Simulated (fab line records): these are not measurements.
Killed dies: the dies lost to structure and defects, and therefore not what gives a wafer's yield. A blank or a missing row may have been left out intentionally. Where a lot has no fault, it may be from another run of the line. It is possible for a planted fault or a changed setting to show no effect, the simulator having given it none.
fab line records + flow n5Finfet + part 1 of 2: steps 1 to 4 of 6
record
- lots=22
- wafers=66
- lastDay=18
route steps=1938 shown BEOL_M4@1081 BEOL_M5@1130
lots with no fault: from the same line, run without faults
startH: hours from the record's first day to the start of the lot's first wafer shown + waitH: hours from the lot's prior step to this one + " identical to the entry in the row above + L1.1+2: a row that stands for several wafers + - no value present, or no start provided + * or withheld: withheld + < > ~ a bound
route shown NAME@n: a module of which the file shows steps, and the number in the route of the first + usual: the fault-free wafers' mean and standard deviation + same: alike in all rows + chamber/n: place in a boat + sites: each site's reading + _std_site: the values' standard deviation + _edge_site: mean of outer sites minus mean of inner sites + radiusMm: for every site, how far away it sits from the centre of the wafer + mask NAME#n: copy n + behind: tool/chamber where the wafer was last shaped + hold: what put the lot on hold/how long, in hours/how the hold closed + device: the n, p or np transistor that did not switch + end of line: the route-end tests of the same wafers + where a step has no rows: the recipe by itself + killed: not the wafer's yield, but the dies lost to structure and defects at the first sort + map: dies across one wafer; x = killed, . = not, _ = none there
set.NAME: the setting as run; set.NAME@STEP: as run at that earlier step + model.NAME: the simulator's own value behind a step, which no gauge read
steps of the route over a sample of lots; a table a step, a row a wafer
services: the hour from which a tool's chamber was out of use, counted from the record's first day as startH (under 0 if before that day), plus the number of hours and why
## steps
# step N5_BEOL_M4_ALD_84
# recipe
- material=TaN
- targetThkA=*
- tempC=275
- aldPrecursorFamily=PDMAT
- aldCoReactant=NH3
- pressureTorr=3
- carrierFlowSccm=1500
- pulseTimeS=2
- purgeTimeS=3
- coReactantPurgeTimeS=2
- coReactantPulseTimeS=3
- aldCycles=30
- precursorVesselTempC=75
- precursorVesselPressureTorr=26.25
- precursorVesselCarrierSccm=1000
# usual
- chamberPressureTorr=3.000/0.0068
- heaterPowerW=425/47
| lot.wafer | tool        | chamber | startH | waitH | chamberPressureTorr | heaterPowerW |
|-----------|-------------|---------|--------|-------|---------------------|--------------|
| L074.4    | aldMetal-03 | 0       | 169.38 | 0.0   | 2.991               | 473          |
| L074.5    | "           | 0       | "      | "     | 2.994               | 466          |
| L074.6    | "           | 1       | "      | "     | 2.997               | 383          |
| L075.2    | aldMetal-03 | 1       | 169.59 | 0.1   | 2.991               | 390          |
| L075.3    | "           | 2       | "      | "     | 2.999               | 390          |
| L075.4    | "           | 3       | "      | "     | 3.007               | 404          |
| L076.2    | aldMetal-01 | 3       | 192.42 | 0.1   | 3.002               | 382          |
| L076.3    | "           | 0       | "      | "     | 3.001               | 444          |
| L076.6    | "           | 3       | "      | "     | 2.989               | 379          |
| L077.1    | aldMetal-02 | 2       | 195.46 | 0.0   | 2.999               | 396          |
| L077.2    | "           | 1       | "      | "     | 3.000               | 362          |
| L077.4    | "           | 3       | "      | "     | 3.002               | 525          |
| L078.1    | aldMetal-01 | 2       | 203.57 | 0.1   | 3.003               | 438          |
| L078.2    | "           | 1       | "      | "     | 3.006               | 469          |
| L078.4    | "           | 3       | "      | "     | 3.001               | 379          |
| L080.2    | aldMetal-02 | 0       | 203.65 | 0.1   | 2.989               | 411          |
| L080.4    | "           | 3       | "      | "     | 3.003               | 494          |
| L080.5    | "           | 3       | "      | "     | 3.001               | 532          |
| L079.1    | aldMetal-02 | 0       | 208.67 | 0.1   | 2.999               | 405          |
| L079.4    | "           | 2       | "      | "     | 3.000               | 394          |
| L079.5    | "           | 3       | "      | "     | 3.017               | 516          |
| L081.3    | aldMetal-02 | 0       | 220.62 | 0.0   | 3.000               | 406          |
| L081.5    | "           | 3       | "      | "     | 3.002               | 520          |
| L081.6    | "           | 2       | "      | "     | 2.997               | 397          |
| L082.2    | aldMetal-01 | 2       | 224.52 | 0.1   | 3.002               | 431          |
| L082.3    | "           | 3       | "      | "     | 3.006               | 376          |
| L082.6    | "           | 1       | "      | "     | 2.984               | 480          |
| L083.3    | aldMetal-02 | 3       | 245.78 | 0.0   | 2.998               | 514          |
| L083.4    | "           | 0       | "      | "     | 2.996               | 417          |
| L083.5    | "           | 3       | "      | "     | 3.006               | 514          |
| L084.4    | aldMetal-03 | 1       | 248.78 | 0.0   | 2.992               | 389          |
| L084.5    | "           | 2       | "      | "     | 3.006               | 394          |
| L084.6    | "           | 1       | "      | "     | 3.008               | 396          |
| L086.1    | aldMetal-01 | 0       | 248.86 | 0.0   | 3.001               | 454          |
| L086.3    | "           | 1       | "      | "     | 3.002               | 469          |
| L086.5    | "           | 1       | "      | "     | 3.010               | 488          |
| L085.3    | aldMetal-01 | 1       | 252.15 | 0.0   | 2.997               | 472          |
| L085.5    | "           | 2       | "      | "     | 3.007               | 431          |
| L085.6    | "           | 1       | "      | "     | 2.998               | 489          |
| L087.1    | aldMetal-01 | 3       | 264.22 | 0.1   | 3.006               | 376          |
| L087.3    | "           | 0       | "      | "     | 3.000               | 442          |
| L087.4    | "           | 1       | "      | "     | 2.990               | 483          |
| L088.2    | aldMetal-02 | 1       | 264.23 | 0.1   | 3.006               | 360          |
| L088.3    | "           | 0       | "      | "     | 3.000               | 421          |
| L088.6    | "           | 1       | "      | "     | 2.998               | 366          |
| L089.1    | aldMetal-02 | 3       | 275.65 | 0.0   | 2.991               | 521          |
| L089.2    | "           | 0       | "      | "     | 2.986               | 421          |
| L089.4    | "           | 1       | "      | "     | 2.999               | 375          |
| L092.3    | aldMetal-02 | 0       | 293.21 | 0.1   | 2.996               | 406          |
| L092.4    | "           | 3       | "      | "     | 2.999               | 533          |
| L092.5    | "           | 3       | "      | "     | 2.994               | 509          |
| L094.1    | aldMetal-03 | 1       | 299.03 | 0.1   | 2.996               | 397          |
| L094.5    | "           | 3       | "      | "     | 3.006               | 407          |
| L094.6    | "           | 0       | "      | "     | 2.995               | 457          |
| L095.3    | aldMetal-03 | 3       | 302.35 | 0.0   | 2.985               | 406          |
| L095.4    | "           | 2       | "      | "     | 3.005               | 393          |
| L095.5    | "           | 0       | "      | "     | 2.990               | 454          |
| L093.1    | aldMetal-02 | 1       | 315.80 | 0.0   | 2.994               | 365          |
| L093.4    | "           | 0       | "      | "     | 3.004               | 413          |
| L093.6    | "           | 1       | "      | "     | 2.995               | 363          |
| L096.1    | aldMetal-03 | 3       | 318.26 | 0.0   | 2.996               | 394          |
| L096.3    | "           | 2       | "      | "     | 2.999               | 403          |
| L096.6    | "           | 2       | "      | "     | 2.995               | 404          |
| L097.1    | aldMetal-03 | 1       | 318.55 | 0.0   | 2.998               | 383          |
| L097.2    | "           | 3       | "      | "     | 3.002               | 414          |
| L097.4    | "           | 2       | "      | "     | 3.013               | 403          |
# step N5_BEOL_M4_SURFACE_TREAT_85
# recipe
- gas=Ar
- timeS=*
- ionEnergyEv=*
- ionCurrentMaCm2=0.5
- pressureMtorr=*
- arFlowSccm=30
# usual
- arFlowSccm=30.01/0.08
- throttleValvePct=*
| lot.wafer | tool          | chamber | startH | waitH | arFlowSccm | throttleValvePct |
|-----------|---------------|---------|--------|-------|------------|------------------|
| L074.4    | pvdSputter-01 | -       | 169.66 | 0.2   | 30.07      | *                |
| L074.5    | "             | -       | "      | "     | 30.15      | *                |
| L074.6    | "             | -       | "      | "     | 30.12      | *                |
| L075.2    | pvdSputter-01 | -       | 169.82 | 0.1   | 29.93      | *                |
| L075.3    | "             | -       | "      | "     | 30.03      | *                |
| L075.4    | "             | -       | "      | "     | 29.95      | *                |
| L076.2    | pvdSputter-01 | -       | 192.70 | 0.2   | 30.06      | *                |
| L076.3    | "             | -       | "      | "     | 29.96      | *                |
| L076.6    | "             | -       | "      | "     | 30.03      | *                |
| L077.1    | pvdSputter-03 | -       | 195.68 | 0.1   | 29.98      | *                |
| L077.2    | "             | -       | "      | "     | 29.98      | *                |
| L077.4    | "             | -       | "      | "     | 29.91      | *                |
| L078.1    | pvdSputter-02 | -       | 203.83 | 0.2   | 30.09      | *                |
| L078.2    | "             | -       | "      | "     | 30.03      | *                |
| L078.4    | "             | -       | "      | "     | 30.05      | *                |
| L080.2    | pvdSputter-02 | -       | 203.99 | 0.2   | 30.11      | *                |
| L080.4    | "             | -       | "      | "     | 30.07      | *                |
| L080.5    | "             | -       | "      | "     | 30.03      | *                |
| L079.1    | pvdSputter-03 | -       | 208.94 | 0.2   | 30.08      | *                |
| L079.4    | "             | -       | "      | "     | 29.93      | *                |
| L079.5    | "             | -       | "      | "     | 30.03      | *                |
| L081.3    | pvdSputter-03 | -       | 220.95 | 0.2   | 29.92      | *                |
| L081.5    | "             | -       | "      | "     | 30.14      | *                |
| L081.6    | "             | -       | "      | "     | 29.84      | *                |
| L082.2    | pvdSputter-01 | -       | 224.77 | 0.1   | 29.95      | *                |
| L082.3    | "             | -       | "      | "     | 30.14      | *                |
| L082.6    | "             | -       | "      | "     | 29.99      | *                |
| L083.3    | pvdSputter-02 | -       | 246.08 | 0.2   | 29.94      | *                |
| L083.4    | "             | -       | "      | "     | 29.95      | *                |
| L083.5    | "             | -       | "      | "     | 30.00      | *                |
| L084.4    | pvdSputter-03 | -       | 249.04 | 0.2   | 30.01      | *                |
| L084.5    | "             | -       | "      | "     | 30.11      | *                |
| L084.6    | "             | -       | "      | "     | 30.04      | *                |
| L086.1    | pvdSputter-02 | -       | 249.15 | 0.2   | 30.05      | *                |
| L086.3    | "             | -       | "      | "     | 30.04      | *                |
| L086.5    | "             | -       | "      | "     | 30.03      | *                |
| L085.3    | pvdSputter-01 | -       | 252.55 | 0.3   | 30.13      | *                |
| L085.5    | "             | -       | "      | "     | 29.92      | *                |
| L085.6    | "             | -       | "      | "     | 30.02      | *                |
| L087.1    | pvdSputter-01 | -       | 264.54 | 0.2   | 30.03      | *                |
| L087.3    | "             | -       | "      | "     | 29.90      | *                |
| L087.4    | "             | -       | "      | "     | 30.05      | *                |
| L088.2    | pvdSputter-01 | -       | 264.58 | 0.3   | 29.96      | *                |
| L088.3    | "             | -       | "      | "     | 30.08      | *                |
| L088.6    | "             | -       | "      | "     | 29.99      | *                |
| L089.1    | pvdSputter-03 | -       | 276.09 | 0.3   | 30.04      | *                |
| L089.2    | "             | -       | "      | "     | 29.91      | *                |
| L089.4    | "             | -       | "      | "     | 29.82      | *                |
| L092.3    | pvdSputter-01 | -       | 294.75 | 1.4   | 30.04      | *                |
| L092.4    | "             | -       | "      | "     | 30.07      | *                |
| L092.5    | "             | -       | "      | "     | 30.08      | *                |
| L094.1    | pvdSputter-02 | -       | 299.27 | 0.1   | 30.10      | *                |
| L094.5    | "             | -       | "      | "     | 30.08      | *                |
| L094.6    | "             | -       | "      | "     | 30.04      | *                |
| L095.3    | pvdSputter-03 | -       | 302.58 | 0.1   | 30.01      | *                |
| L095.4    | "             | -       | "      | "     | 29.98      | *                |
| L095.5    | "             | -       | "      | "     | 29.91      | *                |
| L093.1    | pvdSputter-03 | -       | 316.05 | 0.1   | 30.01      | *                |
| L093.4    | "             | -       | "      | "     | 29.94      | *                |
| L093.6    | "             | -       | "      | "     | 29.93      | *                |
| L096.1    | pvdSputter-03 | -       | 318.53 | 0.2   | 29.88      | *                |
| L096.3    | "             | -       | "      | "     | 30.01      | *                |
| L096.6    | "             | -       | "      | "     | 30.00      | *                |
| L097.1    | pvdSputter-02 | -       | 318.80 | 0.1   | 30.17      | *                |
| L097.2    | "             | -       | "      | "     | 30.06      | *                |
| L097.4    | "             | -       | "      | "     | 30.09      | *                |
# step N5_BEOL_M5_ETCH_72
# recipe
- chemistry=N2/H2
- target=underlayer
- targetDepthA=65
- maskMaterial=CAR-EUV
- timeS=5.2
- ionEnergyEv=200
- pressureMtorr=30
- sourceW=840
- biasW=150
- n2FlowSccm=200
- h2FlowSccm=200
- ends=cleared
# usual
- biasW=149.9/0.45
- drypumpMotorCurrentA=5.7/0.4
- etchRfOnTimeS=5.21/0.14
- oesProductAu=0.66/0.071
- rfVppV=524.7/2.3
- showerheadPlenumPTorr=2.58/0.071
- throttleValvePct=17.89/0.22
| lot.wafer | tool       | chamber | startH | waitH | biasW | drypumpMotorCurrentA | etchRfOnTimeS | oesProductAu | rfHoursCounterH | rfVppV | showerheadPlenumPTorr | throttleValvePct |
|-----------|------------|---------|--------|-------|-------|----------------------|---------------|--------------|-----------------|--------|-----------------------|------------------|
| L075.2    | rieDiel-06 | 2       | 177.93 | 0.0   | 151.0 | 6.1                  | 5.10          | 0.65         | 144             | 527.4  | 2.65                  | 17.99            |
| L075.3    | "          | 0       | "      | "     | 150.4 | 5.4                  | 5.22          | 0.73         | 53              | 524.7  | 2.59                  | 17.70            |
| L075.4    | "          | 1       | "      | "     | 149.2 | 5.8                  | 5.28          | 0.60         | 225             | 525.5  | 2.61                  | 17.98            |
| L074.4    | rieDiel-02 | 1       | 180.69 | 0.0   | 149.7 | 6.0                  | 5.03          | 0.66         | 143             | 522.0  | 2.56                  | 17.58            |
| L074.5    | "          | 3       | "      | "     | 149.9 | 5.6                  | 4.98          | 0.63         | -               | 523.7  | 2.61                  | 17.84            |
| L074.6    | "          | 0       | "      | "     | 149.9 | 6.6                  | 5.16          | 0.60         | -               | 519.3  | 2.42                  | 18.11            |
| L076.2    | rieDiel-02 | 0       | 199.22 | 0.0   | 150.3 | 6.5                  | 5.18          | 0.59         | 223             | 521.7  | 2.42                  | 18.13            |
| L076.3    | "          | 2       | "      | "     | 150.5 | 5.1                  | 5.28          | 0.63         | 157             | 526.7  | 2.64                  | 18.02            |
| L076.6    | "          | 1       | "      | "     | 149.9 | 6.1                  | 5.02          | 0.67         | -               | 523.4  | 2.56                  | 17.58            |
| L077.1    | rieDiel-02 | 3       | 202.33 | 0.0   | 149.8 | 5.6                  | 5.06          | 0.61         | 230             | 526.8  | 2.61                  | 17.85            |
| L077.2    | "          | 0       | "      | "     | 149.8 | 6.6                  | 5.33          | 0.59         | 224             | 519.3  | 2.42                  | 18.15            |
| L077.4    | "          | 2       | "      | "     | 150.4 | 5.2                  | 5.34          | 0.63         | 158             | 526.4  | 2.64                  | 18.01            |
| L078.1    | rieDiel-03 | 0       | 209.67 | 0.0   | 149.9 | 5.3                  | 5.45          | 0.65         | 151             | 523.1  | 2.66                  | 17.95            |
| L078.2    | "          | 1       | "      | "     | 149.4 | 5.5                  | 5.43          | 0.59         | 244             | 521.2  | 2.49                  | 17.83            |
| L078.4    | "          | 3       | "      | "     | 149.6 | 5.6                  | 5.25          | 0.62         | -               | 520.2  | 2.53                  | 18.10            |
| L080.2    | rieDiel-03 | 3       | 212.16 | 0.0   | 150.2 | 5.5                  | 5.22          | 0.61         | 204             | 523.6  | 2.53                  | 18.10            |
| L080.4    | "          | 0       | "      | "     | 150.0 | 5.3                  | 5.43          | 0.65         | -               | 526.8  | 2.66                  | 17.97            |
| L080.5    | "          | 1       | "      | "     | 150.4 | 5.5                  | 5.42          | 0.58         | -               | 524.9  | 2.49                  | 17.83            |
| L079.1    | rieDiel-06 | 3       | 215.05 | 0.0   | 149.3 | 5.7                  | 4.98          | 0.62         | 235             | 524.8  | 2.63                  | 18.14            |
| L079.4    | "          | 0       | "      | "     | 149.6 | 5.4                  | 5.29          | 0.71         | -               | 526.2  | 2.58                  | 17.74            |
| L079.5    | "          | 3       | "      | "     | 149.6 | 5.7                  | 5.04          | 0.61         | -               | 524.2  | 2.63                  | 18.16            |
| L081.3    | rieDiel-02 | 3       | 227.63 | 0.0   | 149.9 | 5.6                  | 4.95          | 0.61         | 237             | 526.1  | 2.60                  | 17.89            |
| L081.5    | "          | 3       | "      | "     | 149.8 | 5.6                  | 4.99          | 0.60         | -               | 525.8  | 2.60                  | 17.84            |
| L081.6    | "          | 2       | "      | "     | 150.1 | 5.1                  | 5.33          | 0.62         | -               | 524.2  | 2.64                  | 18.06            |
| L082.2    | rieDiel-06 | 3       | 231.07 | 0.0   | 149.3 | 5.7                  | 5.01          | 0.61         | 242             | 526.3  | 2.63                  | 18.17            |
| L082.3    | "          | 2       | "      | "     | 150.2 | 6.1                  | 5.07          | 0.64         | 160             | 528.4  | 2.64                  | 18.02            |
| L082.6    | "          | 3       | "      | "     | 149.8 | 5.7                  | 5.04          | 0.60         | -               | 526.5  | 2.63                  | 18.17            |
| L083.3    | rieDiel-06 | 2       | 252.95 | 0.0   | 149.6 | 6.1                  | 5.13          | 0.65         | 169             | 526.5  | 2.64                  | 18.06            |
| L083.4    | "          | 2       | "      | "     | 150.4 | 6.1                  | 5.06          | 0.65         | -               | 527.3  | 2.64                  | 18.05            |
| L083.5    | "          | 1       | "      | "     | 149.5 | 5.8                  | 5.36          | 0.61         | -               | 527.6  | 2.61                  | 18.01            |
| L084.4    | rieDiel-06 | 1       | 255.05 | 0.0   | 149.8 | 5.8                  | 5.34          | 0.60         | -               | 525.7  | 2.61                  | 18.02            |
| L084.5    | "          | 2       | "      | "     | 149.3 | 6.1                  | 5.08          | 0.63         | -               | 527.2  | 2.64                  | 18.09            |
| L084.6    | "          | 0       | "      | "     | 150.3 | 5.4                  | 5.28          | 0.69         | -               | 525.6  | 2.57                  | 17.76            |
| L086.1    | rieDiel-02 | 2       | 255.29 | 0.0   | 149.8 | 5.1                  | 5.35          | 0.61         | 175             | 525.6  | 2.63                  | 18.06            |
| L086.3    | "          | 3       | "      | "     | 149.8 | 5.6                  | 5.04          | 0.61         | 248             | 523.3  | 2.60                  | 17.87            |
| L086.5    | "          | 1       | "      | "     | 150.0 | 6.0                  | 5.07          | 0.64         | -               | 522.4  | 2.55                  | 17.62            |
| L085.3    | rieDiel-06 | 1       | 258.46 | 0.0   | 150.1 | 5.8                  | 5.32          | 0.59         | 234             | 524.4  | 2.61                  | 18.02            |
| L085.5    | "          | 0       | "      | "     | 150.2 | 5.3                  | 5.33          | 0.69         | -               | 524.1  | 2.58                  | 17.75            |
| L085.6    | "          | 2       | "      | "     | 150.7 | 6.1                  | 5.14          | 0.63         | -               | 526.6  | 2.64                  | 18.05            |
| L088.2    | rieDiel-03 | 3       | 270.29 | 0.0   | 149.5 | 5.6                  | 5.22          | 0.61         | 227             | 522.9  | 2.52                  | 18.15            |
| L088.3    | "          | 1       | "      | "     | 150.0 | 5.5                  | 5.23          | 0.80         | 9               | 524.6  | 2.48                  | 17.43            |
| L088.6    | "          | 1       | "      | "     | 150.1 | 5.5                  | 5.24          | 0.80         | -               | 522.1  | 2.48                  | 17.46            |
| L087.1    | rieDiel-02 | 0       | 274.40 | 0.0   | 150.6 | 6.5                  | 5.18          | 0.58         | 247             | 520.8  | 2.41                  | 18.19            |
| L087.3    | "          | 2       | "      | "     | 150.2 | 5.2                  | 5.38          | 0.61         | 182             | 526.6  | 2.63                  | 18.08            |
| L087.4    | "          | 2       | "      | "     | 150.2 | 5.2                  | 5.35          | 0.62         | -               | 526.5  | 2.63                  | 18.06            |
| L089.1    | rieDiel-06 | 2       | 285.08 | 0.0   | 150.0 | 6.1                  | 5.16          | 0.62         | 180             | 527.5  | 2.64                  | 18.06            |
| L089.2    | "          | 0       | "      | "     | 149.3 | 5.4                  | 5.35          | 0.68         | 92              | 524.8  | 2.57                  | 17.79            |
| L089.4    | "          | 1       | "      | "     | 150.2 | 5.8                  | 5.42          | 0.59         | 244             | 525.5  | 2.60                  | 18.03            |
| L092.3    | rieDiel-02 | 0       | 301.84 | 0.0   | 151.4 | 6.5                  | 5.00          | 0.82         | 3               | 528.8  | 2.73                  | 17.70            |
| L092.4    | "          | 1       | "      | "     | 149.8 | 6.0                  | 5.07          | 0.64         | 182             | 524.5  | 2.55                  | 17.62            |
| L092.5    | "          | 1       | "      | "     | 149.8 | 6.0                  | 5.12          | 0.63         | -               | 522.9  | 2.55                  | 17.65            |
| L094.1    | rieDiel-06 | 2       | 305.44 | 0.0   | 150.1 | 6.1                  | 5.11          | 0.61         | 187             | 527.5  | 2.63                  | 18.07            |
| L094.5    | "          | 3       | "      | "     | 150.2 | 5.7                  | 5.03          | 0.80         | -               | 525.3  | 2.62                  | 17.65            |
| L094.6    | "          | 0       | "      | "     | 150.2 | 5.3                  | 5.32          | 0.68         | -               | 522.9  | 2.57                  | 17.77            |
| L095.3    | rieDiel-03 | 1       | 309.12 | 0.0   | 149.5 | 5.5                  | 5.24          | 0.78         | 20              | 523.4  | 2.48                  | 17.45            |
| L095.4    | "          | 0       | "      | "     | 149.9 | 5.3                  | 5.33          | 0.63         | 187             | 527.5  | 2.64                  | 18.01            |
| L095.5    | "          | 0       | "      | "     | 149.9 | 5.3                  | 5.36          | 0.64         | -               | 526.2  | 2.64                  | 18.01            |
| L093.1    | rieDiel-06 | 3       | 322.20 | 0.0   | 150.4 | 5.7                  | 5.05          | 0.79         | 15              | 526.8  | 2.62                  | 17.70            |
| L093.4    | "          | 2       | "      | "     | 150.1 | 6.1                  | 5.09          | 0.62         | -               | 526.3  | 2.63                  | 18.11            |
| L093.6    | "          | 3       | "      | "     | 149.7 | 5.7                  | 5.02          | 0.78         | -               | 522.6  | 2.62                  | 17.66            |
| L096.1    | rieDiel-06 | 1       | 324.66 | 0.0   | 149.9 | 5.8                  | 5.20          | 0.85         | 0               | 526.3  | 2.60                  | 17.51            |
| L096.3    | "          | 2       | "      | "     | 149.7 | 6.1                  | 5.10          | 0.63         | 194             | 525.4  | 2.63                  | 18.10            |
| L096.6    | "          | 1       | "      | "     | 149.0 | 5.7                  | 5.27          | 0.84         | -               | 525.7  | 2.60                  | 17.50            |
| L097.1    | rieDiel-03 | 3       | 326.96 | 0.0   | 150.0 | 5.6                  | 5.19          | 0.60         | 243             | 525.0  | 2.52                  | 18.17            |
| L097.2    | "          | 2       | "      | "     | 149.5 | 5.8                  | 5.09          | 0.75         | 35              | 523.0  | 2.47                  | 17.56            |
| L097.4    | "          | 0       | "      | "     | 149.5 | 5.3                  | 5.37          | 0.63         | 192             | 526.6  | 2.64                  | 18.01            |
# step N5_BEOL_M5_HM_OPEN_17
# recipe
- chemistry=Cl2/BCl3
- targetDepthA=200
- overetchA=60
- target=TiN
- maskMaterial=SOC
- ionEnergyEv=150
- pressureMtorr=10
- icpW=1000
- biasW=126
- Cl2_flow_sccm=53.25
- bcl3FlowSccm=21.75
- Ar_flow_sccm=25
# usual
- biasW=126.1/0.4
- drypumpMotorCurrentA=5.92/0.2
- mfcArSccm=25.00/0.08
- oesProductAu=0.70/0.081
- throttleValvePct=21.99/0.16
| lot.wafer | tool        | chamber | startH | waitH | biasW | drypumpMotorCurrentA | mfcArSccm | oesProductAu | rfHoursCounterH | throttleValvePct |
|-----------|-------------|---------|--------|-------|-------|----------------------|-----------|--------------|-----------------|------------------|
| L075.2    | rieMetal-03 | 1       | 178.17 | 0.1   | 126.0 | 5.73                 | 25.23     | 0.74         | -               | 21.85            |
| L075.3    | "           | 1       | "      | "     | 125.9 | 5.73                 | 25.18     | 0.74         | -               | 21.83            |
| L075.4    | "           | 1       | "      | "     | 126.3 | 5.75                 | 25.03     | 0.74         | -               | 21.83            |
| L074.4    | rieMetal-01 | 0       | 180.93 | 0.1   | 125.5 | 5.80                 | 25.12     | 0.55         | -               | 22.12            |
| L074.5    | "           | 0       | "      | "     | 125.8 | 5.81                 | 24.98     | 0.54         | -               | 22.12            |
| L074.6    | "           | 1       | "      | "     | 126.2 | 6.26                 | 25.04     | 0.59         | -               | 22.11            |
| L076.2    | rieMetal-01 | 1       | 199.43 | 0.0   | 126.4 | 6.21                 | 24.96     | 0.58         | 84              | 22.12            |
| L076.3    | "           | 0       | "      | "     | 126.6 | 5.80                 | 24.95     | 0.54         | -               | 22.12            |
| L076.6    | "           | 0       | "      | "     | 125.8 | 5.84                 | 25.09     | 0.54         | -               | 22.13            |
| L077.1    | rieMetal-03 | 0       | 202.54 | 0.0   | 125.9 | 6.02                 | 25.01     | 0.84         | 0               | 22.02            |
| L077.2    | "           | 1       | "      | "     | 125.6 | 5.75                 | 24.86     | 0.73         | 19              | 21.83            |
| L077.4    | "           | 0       | "      | "     | 125.7 | 6.02                 | 24.96     | 0.84         | -               | 22.02            |
| L078.1    | rieMetal-02 | 1       | 209.88 | 0.0   | 125.9 | 6.17                 | 24.96     | 0.64         | 55              | 21.98            |
| L078.2    | "           | 0       | "      | "     | 125.7 | 5.65                 | 24.98     | 0.69         | 31              | 22.21            |
| L078.4    | "           | 1       | "      | "     | 126.1 | 6.19                 | 24.91     | 0.64         | -               | 21.96            |
| L080.2    | rieMetal-03 | 1       | 212.37 | 0.0   | 125.1 | 5.76                 | 24.98     | 0.72         | 20              | 21.85            |
| L080.4    | "           | 0       | "      | "     | 125.8 | 5.98                 | 24.90     | 0.82         | -               | 22.03            |
| L080.5    | "           | 0       | "      | "     | 126.0 | 6.00                 | 24.92     | 0.83         | -               | 22.04            |
| L079.1    | rieMetal-03 | 0       | 215.26 | 0.0   | 125.7 | 6.02                 | 24.98     | 0.81         | 2               | 22.01            |
| L079.4    | "           | 1       | "      | "     | 125.9 | 5.75                 | 24.97     | 0.71         | -               | 21.85            |
| L079.5    | "           | 1       | "      | "     | 125.6 | 5.75                 | 25.00     | 0.73         | -               | 21.84            |
| L081.3    | rieMetal-03 | 0       | 227.88 | 0.1   | 126.1 | 6.03                 | 24.98     | 0.79         | -               | 22.05            |
| L081.5    | "           | 1       | "      | "     | 126.1 | 5.75                 | 24.99     | 0.71         | -               | 21.85            |
| L081.6    | "           | 0       | "      | "     | 126.4 | 5.99                 | 24.97     | 0.80         | -               | 22.05            |
| L082.2    | rieMetal-03 | 0       | 231.28 | 0.0   | 126.7 | 6.01                 | 25.10     | 0.82         | 4               | 22.02            |
| L082.3    | "           | 1       | "      | "     | 126.4 | 5.75                 | 25.05     | 0.73         | -               | 21.82            |
| L082.6    | "           | 0       | "      | "     | 126.3 | 6.02                 | 25.03     | 0.80         | -               | 22.04            |
| L083.3    | rieMetal-02 | 1       | 253.21 | 0.1   | 125.7 | 6.18                 | 24.85     | 0.62         | -               | 21.97            |
| L083.4    | "           | 0       | "      | "     | 126.5 | 5.67                 | 25.02     | 0.68         | -               | 22.22            |
| L083.5    | "           | 1       | "      | "     | 126.1 | 6.15                 | 24.90     | 0.62         | -               | 21.97            |
| L084.4    | rieMetal-03 | 1       | 255.29 | 0.1   | 126.5 | 5.75                 | 25.02     | 0.72         | -               | 21.83            |
| L084.5    | "           | 0       | "      | "     | 126.1 | 6.03                 | 24.93     | 0.77         | -               | 22.03            |
| L084.6    | "           | 1       | "      | "     | 126.7 | 5.74                 | 25.05     | 0.71         | -               | 21.85            |
| L086.1    | rieMetal-03 | 1       | 255.50 | 0.0   | 126.1 | 5.74                 | 25.17     | 0.71         | 25              | 21.84            |
| L086.3    | "           | 0       | "      | "     | 125.8 | 5.99                 | 25.00     | 0.78         | -               | 22.01            |
| L086.5    | "           | 0       | "      | "     | 126.2 | 5.99                 | 25.00     | 0.78         | -               | 22.05            |
| L085.3    | rieMetal-02 | 0       | 258.71 | 0.1   | 126.5 | 5.66                 | 25.09     | 0.67         | -               | 22.24            |
| L085.5    | "           | 0       | "      | "     | 126.8 | 5.69                 | 25.13     | 0.67         | -               | 22.22            |
| L085.6    | "           | 1       | "      | "     | 125.7 | 6.16                 | 24.99     | 0.62         | -               | 21.98            |
| L088.2    | rieMetal-02 | 1       | 270.50 | 0.0   | 125.7 | 6.15                 | 25.09     | 0.63         | 61              | 21.98            |
| L088.3    | "           | 1       | "      | "     | 125.9 | 6.13                 | 25.02     | 0.63         | -               | 21.96            |
| L088.6    | "           | 1       | "      | "     | 125.6 | 6.14                 | 24.96     | 0.63         | -               | 21.95            |
| L087.1    | rieMetal-02 | 0       | 274.61 | 0.0   | 125.8 | 5.68                 | 24.91     | 0.68         | 38              | 22.21            |
| L087.3    | "           | 1       | "      | "     | 126.3 | 6.18                 | 25.09     | 0.63         | -               | 21.98            |
| L087.4    | "           | 0       | "      | "     | 126.8 | 5.68                 | 24.95     | 0.68         | -               | 22.21            |
| L089.1    | rieMetal-03 | 0       | 285.29 | 0.0   | 125.5 | 6.00                 | 25.07     | 0.76         | 9               | 22.06            |
| L089.2    | "           | 1       | "      | "     | 126.5 | 5.74                 | 25.07     | 0.70         | 28              | 21.83            |
| L089.4    | "           | 0       | "      | "     | 126.1 | 6.00                 | 24.97     | 0.77         | -               | 22.04            |
| L092.3    | rieMetal-01 | 0       | 302.08 | 0.1   | 125.6 | 5.84                 | 25.03     | 0.79         | -               | 21.68            |
| L092.4    | "           | 1       | "      | "     | 126.4 | 6.23                 | 25.16     | 0.57         | -               | 22.17            |
| L092.5    | "           | 1       | "      | "     | 126.2 | 6.17                 | 24.94     | 0.57         | -               | 22.16            |
| L094.1    | rieMetal-03 | 0       | 305.65 | 0.0   | 125.8 | 6.02                 | 25.07     | 0.74         | 11              | 22.07            |
| L094.5    | "           | 0       | "      | "     | 125.5 | 6.00                 | 25.05     | 0.75         | -               | 22.05            |
| L094.6    | "           | 1       | "      | "     | 126.2 | 5.75                 | 24.96     | 0.70         | -               | 21.85            |
| L095.3    | rieMetal-02 | 1       | 309.36 | 0.1   | 126.3 | 6.14                 | 24.99     | 0.63         | -               | 21.97            |
| L095.4    | "           | 0       | "      | "     | 126.2 | 5.66                 | 24.98     | 0.68         | -               | 22.20            |
| L095.5    | "           | 1       | "      | "     | 126.4 | 6.17                 | 25.04     | 0.63         | -               | 21.96            |
| L093.1    | rieMetal-01 | 0       | 322.41 | 0.0   | 126.8 | 5.84                 | 24.97     | 0.77         | 7               | 21.68            |
| L093.4    | "           | 1       | "      | "     | 126.6 | 6.17                 | 24.89     | 0.57         | -               | 22.16            |
| L093.6    | "           | 1       | "      | "     | 125.9 | 6.17                 | 25.00     | 0.56         | -               | 22.17            |
| L096.1    | rieMetal-02 | 1       | 324.88 | 0.0   | 125.9 | 6.17                 | 24.97     | 0.62         | 64              | 21.97            |
| L096.3    | "           | 1       | "      | "     | 126.0 | 6.14                 | 24.98     | 0.61         | -               | 21.98            |
| L096.6    | "           | 0       | "      | "     | 126.8 | 5.66                 | 24.93     | 0.67         | -               | 22.24            |
| L097.1    | rieMetal-03 | 0       | 327.17 | 0.0   | 125.8 | 6.04                 | 25.07     | 0.76         | 13              | 22.05            |
| L097.2    | "           | 1       | "      | "     | 126.5 | 5.76                 | 24.99     | 0.69         | 32              | 21.86            |
| L097.4    | "           | 0       | "      | "     | 126.6 | 6.02                 | 25.05     | 0.75         | -               | 22.06            |
